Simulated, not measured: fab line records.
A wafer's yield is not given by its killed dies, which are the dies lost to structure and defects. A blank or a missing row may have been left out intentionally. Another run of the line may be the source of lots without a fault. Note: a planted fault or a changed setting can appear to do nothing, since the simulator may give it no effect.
Chamber matching :: flow n5 finfet :: 4 sister chambers for N5_BEOL_M0_SAQP_ETCH_88 on rie diel-06
The step etches underlayer in N2/H2, target depth 6.5 nm, time 5.2 s. 18 wafers are shown with their chamber, then 9 later ones without.

== WAFERS WITH THEIR CHAMBER ==
wafer: L074.1
chamber: 3
showerhead plenum p Torr (Torr): 2.64
drypump motor current A (A): 5.5
throttle valve pct (%): 17.98

wafer: L074.2
chamber: 2
showerhead plenum p Torr (Torr): 2.42
drypump motor current A (A): 6.8
throttle valve pct (%): 18.01

wafer: L074.6
chamber: 3
showerhead plenum p Torr (Torr): 2.64
drypump motor current A (A): 5.5
throttle valve pct (%): 17.95

wafer: L076.3
chamber: 1
showerhead plenum p Torr (Torr): 2.46
drypump motor current A (A): 5.8
throttle valve pct (%): 17.69

wafer: L076.4
chamber: 0
showerhead plenum p Torr (Torr): 2.59
drypump motor current A (A): 6.4
throttle valve pct (%): 17.64

wafer: L076.5
chamber: 3
showerhead plenum p Torr (Torr): 2.64
drypump motor current A (A): 5.6
throttle valve pct (%): 17.97

wafer: L085.1
chamber: 0
showerhead plenum p Torr (Torr): 2.59
drypump motor current A (A): 6.4
throttle valve pct (%): 17.63

wafer: L085.2
chamber: 1
showerhead plenum p Torr (Torr): 2.46
drypump motor current A (A): 5.8
throttle valve pct (%): 17.69

wafer: L085.6
chamber: 1
showerhead plenum p Torr (Torr): 2.46
drypump motor current A (A): 5.8
throttle valve pct (%): 17.66

wafer: L086.2
chamber: 3
showerhead plenum p Torr (Torr): 2.64
drypump motor current A (A): 5.5
throttle valve pct (%): 18.00

wafer: L086.3
chamber: 1
showerhead plenum p Torr (Torr): 2.46
drypump motor current A (A): 5.8
throttle valve pct (%): 17.68

wafer: L086.4
chamber: 0
showerhead plenum p Torr (Torr): 2.59
drypump motor current A (A): 6.4
throttle valve pct (%): 17.64

wafer: L087.2
chamber: 0
showerhead plenum p Torr (Torr): 2.58
drypump motor current A (A): 6.4
throttle valve pct (%): 17.63

wafer: L087.3
chamber: 3
showerhead plenum p Torr (Torr): 2.63
drypump motor current A (A): 5.6
throttle valve pct (%): 17.98

wafer: L087.4
chamber: 2
showerhead plenum p Torr (Torr): 2.41
drypump motor current A (A): 6.7
throttle valve pct (%): 18.03

wafer: L088.1
chamber: 1
showerhead plenum p Torr (Torr): 2.46
drypump motor current A (A): 5.8
throttle valve pct (%): 17.72

wafer: L088.3
chamber: 0
showerhead plenum p Torr (Torr): 2.58
drypump motor current A (A): 6.4
throttle valve pct (%): 17.64

wafer: L088.5
chamber: 3
showerhead plenum p Torr (Torr): 2.63
drypump motor current A (A): 5.5
throttle valve pct (%): 17.97

SIGNATURES, as means of the wafers listed above
reading: showerhead plenum p Torr
chamber 0: 2.5860
chamber 1: 2.4600
chamber 2: 2.4150
chamber 3: 2.6367
scatter within a chamber: 0.00465

reading: drypump motor current A
chamber 0: 6.400
chamber 1: 5.800
chamber 2: 6.750
chamber 3: 5.533
scatter within a chamber: 0.0362

reading: throttle valve pct
chamber 0: 17.6360
chamber 1: 17.6880
chamber 2: 18.0200
chamber 3: 17.9750
scatter within a chamber: 0.0159
Rule: for a wafer and a chamber, the distance is found by dividing, reading by reading, the gap between the wafer's reading and the chamber's mean by the reading's scatter, squaring, summing and taking the root. If the next closest chamber is less than 2 further off than the closest, the wafer can't be placed; otherwise it belongs to the closest. The scatter is the square root of a quotient: the sum, over the shown wafers, of each reading's squared deviation from its chamber's mean, divided by wafers minus chambers.

== WAFERS MISSING THEIR CHAMBER ==
wafer: L091.2
showerhead plenum p Torr (Torr): 2.58
drypump motor current A (A): 6.5
throttle valve pct (%): 17.67

wafer: L091.4
showerhead plenum p Torr (Torr): 2.45
drypump motor current A (A): 5.8
throttle valve pct (%): 17.69

wafer: L091.5
showerhead plenum p Torr (Torr): 2.63
drypump motor current A (A): 5.6
throttle valve pct (%): 18.02

wafer: L095.3
showerhead plenum p Torr (Torr): 2.40
drypump motor current A (A): 6.7
throttle valve pct (%): 18.08

wafer: L095.4
showerhead plenum p Torr (Torr): 2.63
drypump motor current A (A): 5.6
throttle valve pct (%): 18.03

wafer: L095.5
showerhead plenum p Torr (Torr): 2.63
drypump motor current A (A): 5.6
throttle valve pct (%): 18.01

wafer: L097.2
showerhead plenum p Torr (Torr): 2.58
drypump motor current A (A): 6.4
throttle valve pct (%): 17.68

wafer: L097.4
showerhead plenum p Torr (Torr): 2.40
drypump motor current A (A): 6.7
throttle valve pct (%): 18.08

wafer: L097.6
showerhead plenum p Torr (Torr): 2.63
drypump motor current A (A): 5.6
throttle valve pct (%): 18.04

== EACH ONE'S CHAMBER ==
wafer: L091.2
from the rows above: 0
in truth: 0

wafer: L091.4
from the rows above: 1
in truth: 1

wafer: L091.5
from the rows above: 3
in truth: 3

wafer: L095.3
from the rows above: 2
in truth: 2

wafer: L095.4
from the rows above: 3
in truth: 3

wafer: L095.5
from the rows above: 3
in truth: 3

wafer: L097.2
from the rows above: 0
in truth: 0

wafer: L097.4
from the rows above: 2
in truth: 2

wafer: L097.6
from the rows above: 3
in truth: 3
Correct placement for 9 of the 9. Left unplaced by these rows: 0. Wrongly placed: 0.
